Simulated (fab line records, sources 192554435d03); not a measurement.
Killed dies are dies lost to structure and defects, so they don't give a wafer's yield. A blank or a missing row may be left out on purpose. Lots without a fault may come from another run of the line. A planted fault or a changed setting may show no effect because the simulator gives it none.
Chamber matching | flow n5_finfet | N5_HKMG_FIN_STRIP_93 on rie_diel-06: 4 sister chambers
The step strips SOC in N2/H2, time 20 s. 14 wafers are shown with their chamber, then 7 later ones without.

WAFERS WITH THEIR CHAMBER
wafer  | chamber | throttle_valve_pct (%) | showerhead_plenum_p_Torr (Torr) | drypump_motor_current_A (A)
L074.1 | 3       | 20.0                   | 3.51                            | 5.1
L074.4 | 2       | 18.7                   | 3.41                            | 5.5
L074.6 | 0       | 18.4                   | 3.28                            | 5.9
L080.2 | 0       | 18.4                   | 3.27                            | 5.9
L080.3 | 1       | 19.3                   | 3.45                            | 5.6
L080.4 | 2       | 18.8                   | 3.40                            | 5.5
L081.3 | 3       | 20.0                   | 3.50                            | 5.2
L081.4 | 3       | 20.0                   | 3.50                            | 5.2
L081.6 | 0       | 18.4                   | 3.27                            | 5.9
L091.1 | 3       | 20.1                   | 3.49                            | 5.1
L091.2 | 0       | 18.4                   | 3.26                            | 5.9
L091.4 | 2       | 18.8                   | 3.40                            | 5.5
L092.2 | 1       | 19.3                   | 3.43                            | 5.7
L092.4 | 3       | 20.1                   | 3.49                            | 5.1

SIGNATURES (means of the wafers above)
reading                  | chamber 0 | chamber 1 | chamber 2 | chamber 3 | scatter within a chamber
throttle_valve_pct       | 18.400    | 19.300    | 18.767    | 20.040    | 0.0432
showerhead_plenum_p_Torr | 3.2700    | 3.4400    | 3.4033    | 3.4980    | 0.00864
drypump_motor_current_A  | 5.900     | 5.650     | 5.500     | 5.140     | 0.0412
Rule: a wafer's distance from a chamber is the root of the sum, over the readings, of the square of ((its reading less the chamber's mean) divided by the reading's scatter). The wafer belongs to the nearest chamber; if the next one is less than 2 further off, it can't be placed. The scatter: the root of (the sum of the squares of (reading less its chamber's mean) over the shown wafers, divided by (wafers less chambers)).

WAFERS WITHOUT THEIR CHAMBER
wafer  | throttle_valve_pct (%) | showerhead_plenum_p_Torr (Torr) | drypump_motor_current_A (A)
L092.5 | 20.1                   | 3.49                            | 5.2
L095.1 | 18.5                   | 3.25                            | 5.9
L095.3 | 18.8                   | 3.39                            | 5.5
L095.6 | 19.3                   | 3.43                            | 5.7
L097.1 | 19.3                   | 3.43                            | 5.7
L097.3 | 18.8                   | 3.39                            | 5.5
L097.6 | 19.3                   | 3.43                            | 5.6

WHICH CHAMBER EACH WENT THROUGH
wafer  | from the rows above | in truth
L092.5 | 3                   | 3
L095.1 | 0                   | 0
L095.3 | 2                   | 2
L095.6 | 1                   | 1
L097.1 | 1                   | 1
L097.3 | 2                   | 2
L097.6 | 1                   | 1
Placed correctly: 7 of 7. Can't be placed from these rows: 0. Placed wrongly: 0.
